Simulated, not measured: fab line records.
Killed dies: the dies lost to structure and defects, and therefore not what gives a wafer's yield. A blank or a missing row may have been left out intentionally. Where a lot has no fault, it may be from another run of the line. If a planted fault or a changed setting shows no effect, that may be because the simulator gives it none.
Which tool is to blame?    flow n5 finfet    Sampling: 23 lots, 69 wafers, 2 of 1938 route steps

## WHAT THE GAUGES SHOWED, per wafer
N5_BEOL_M5_OVL_MEAS_29.
lot   measured      on          V4_OVL (nm)
L074  day 8 13:34   overlay-02  0.3 0.8 0.5
L075  day 8 23:38   overlay-02  0.1 1.2 0.2
L077  day 10 18:19  overlay-01  -0.9 0.4 -1.1
L078  day 10 21:26  overlay-02  -0.6 -0.7 -0.6
L076  day 11 04:35  overlay-01  0.5 -0.7 -1.4
L083  day 11 06:58  overlay-01  -0.8 0.5 -1.3
L081  day 11 14:36  overlay-02  -0.6 -0.3 -0.1
L080  day 11 14:46  overlay-02  0.6 -0.9 0.2
L079  day 11 21:36  overlay-01  0.3 0.0 0.2
L082  day 12 02:19  overlay-02  -0.1 0.6 -0.1
L084  day 12 14:31  overlay-02  -1.2 -1.6 -0.1
L085  day 12 16:33  overlay-02  -0.9 0.6 -0.5
L086  day 12 20:15  overlay-01  -1.0 -2.0 -0.4
L087  day 12 23:59  overlay-02  0.4 -0.5 -0.4
L091  day 13 14:51  overlay-02  1.1 1.3 0.6
L089  day 13 23:12  overlay-02  0.6 0.3 -0.1
L093  day 14 10:30  overlay-01  -0.6 -0.7 -0.2
L090  day 14 16:16  overlay-02  0.2 0.2 0.4
L092  day 14 16:27  overlay-01  -0.7 -0.5 -0.5
L094  day 14 18:32  overlay-02  0.4 0.2 -0.5
L095  day 15 02:50  overlay-01  -1.1 -0.4 0.4
L096  day 15 16:58  overlay-02  0.4 0.7 0.3
L097  day 15 20:02  overlay-02  -0.9 -0.5 -1.0

## EACH LOT AND THE TOOL THAT RAN IT (in order: tool; ch and the chambers of the sampled wafers; start)
lot   N5_BEOL_M5_ETCH_72
L074  rie diel-01 ch 0,3, day 8 11:10
L075  rie diel-06 ch 0,1, day 8 20:46
L077  rie diel-05 ch 0,1,3, day 10 16:17
L078  rie diel-06 ch 0,1,2, day 10 19:54
L076  rie diel-01 ch 2,3, day 11 02:35
L083  rie diel-01 ch 0,2,3, day 11 05:41
L081  rie diel-06 ch 1,2,3, day 11 12:28
L080  rie diel-05 ch 0,3, day 11 13:09
L079  rie diel-01 ch 0,2,3, day 11 19:56
L082  rie diel-05 ch 0,1,3, day 11 23:15
L084  rie diel-05 ch 1,2,3, day 12 11:53
L085  rie diel-01 ch 2,3, day 12 15:47
L086  rie diel-05 ch 1,2,3, day 12 16:03
L087  rie diel-01 ch 0,2,3, day 12 22:38
L091  rie diel-01 ch 0,1, day 13 13:15
L089  rie diel-06 ch 1,2,3, day 13 19:56
L093  rie diel-06 ch 1,2,3, day 14 09:45
L090  rie diel-06 ch 0,1,3, day 14 14:02
L092  rie diel-01 ch 0,1, day 14 14:14
L094  rie diel-01 ch 0,1,3, day 14 17:37
L095  rie diel-01 ch 0,1,3, day 15 00:49
L096  rie diel-05 ch 0,1, day 15 16:04
L097  rie diel-01 ch 0,2, day 15 17:05
- N5_BEOL_M5_ETCH_72: etches underlayer in N2/H2, target depth 6.5 nm, time 5.2 s.

## WHAT THE TOOLS THEMSELVES READ (means of the sampled wafers that have a number; where no wafer has one, the mark that the record gives instead)
N5_BEOL_M5_ETCH_72.
lot   tool         drypump motor current A (A)  etch rf on time s (s)  h2 flow sccm (sccm)  oes product au (a.u.)  rf vpp V (V)  showerhead plenum p Torr (Torr)  throttle valve pct (%)
L074  rie diel-01  5.79                         5.06                   199.8                0.80                   524.1         2.54                             17.3
L075  rie diel-06  6.01                         5.11                   200.6                0.64                   523.8         2.57                             17.8
L077  rie diel-05  5.58                         5.17                   200.3                0.65                   522.3         2.46                             17.8
L078  rie diel-06  6.05                         5.20                   200.7                0.62                   523.5         2.51                             18.0
L076  rie diel-01  5.74                         5.07                   198.6                0.67                   524.9         2.61                             17.9
L083  rie diel-01  5.74                         5.13                   200.2                0.70                   523.6         2.55                             17.6
L081  rie diel-06  5.90                         5.25                   200.3                0.64                   522.7         2.52                             17.9
L080  rie diel-05  5.78                         5.21                   199.5                0.64                   521.7         2.49                             17.8
L079  rie diel-01  5.73                         5.16                   200.0                0.69                   525.3         2.55                             17.6
L082  rie diel-05  5.59                         5.21                   199.6                0.63                   523.4         2.45                             17.8
L084  rie diel-05  5.52                         5.23                   199.6                0.70                   522.6         2.45                             17.8
L085  rie diel-01  5.74                         5.16                   199.8                0.65                   525.7         2.61                             17.9
L086  rie diel-05  5.53                         5.19                   199.8                0.71                   520.8         2.45                             17.8
L087  rie diel-01  5.75                         5.06                   200.1                0.68                   525.6         2.55                             17.6
L091  rie diel-01  5.96                         5.21                   200.1                0.68                   524.4         2.54                             17.8
L089  rie diel-06  5.90                         5.25                   199.7                0.63                   523.0         2.52                             18.0
L093  rie diel-06  5.93                         5.31                   199.9                0.64                   523.3         2.52                             17.9
L090  rie diel-06  5.86                         5.19                   199.2                0.64                   524.7         2.57                             17.9
L092  rie diel-01  5.81                         5.24                   200.4                0.67                   521.2         2.49                             17.6
L094  rie diel-01  5.89                         5.21                   200.4                0.69                   523.8         2.52                             17.6
L095  rie diel-01  5.87                         5.24                   200.0                0.69                   524.1         2.52                             17.6
L096  rie diel-05  5.60                         5.35                   199.9                0.59                   521.4         2.46                             17.9
L097  rie diel-01  5.66                         5.14                   200.1                0.72                   521.6         2.51                             17.6

## THE ANSWER, worked out from the rows above alone
Rule: the usual values come from the lots themselves. The widest of any qualifying gaps counts: lots, ordered by their means at a reading, are off when they make up no more than a third of the lots, leave a main group of 4 or more, and stand apart from it by 3 or more times the standard deviation of that group's means. The tables above print the reading to a certain number of digits; a main group whose means all agree to those digits is not used. Also off: a lot with no number at a reading for which 4 or more lots have one. Any other lot the step has rows for is counted as sound. First the gauges in route order, then the tools' own readings, where a lot's mean is used as printed above. At the first step where some lot is off, the reading lying furthest off is the one used; lots without a number count as furthest.
No lot is off at any reading shown: from this, nothing can be told.

## WHAT THE SIMULATOR HAD INSERTED
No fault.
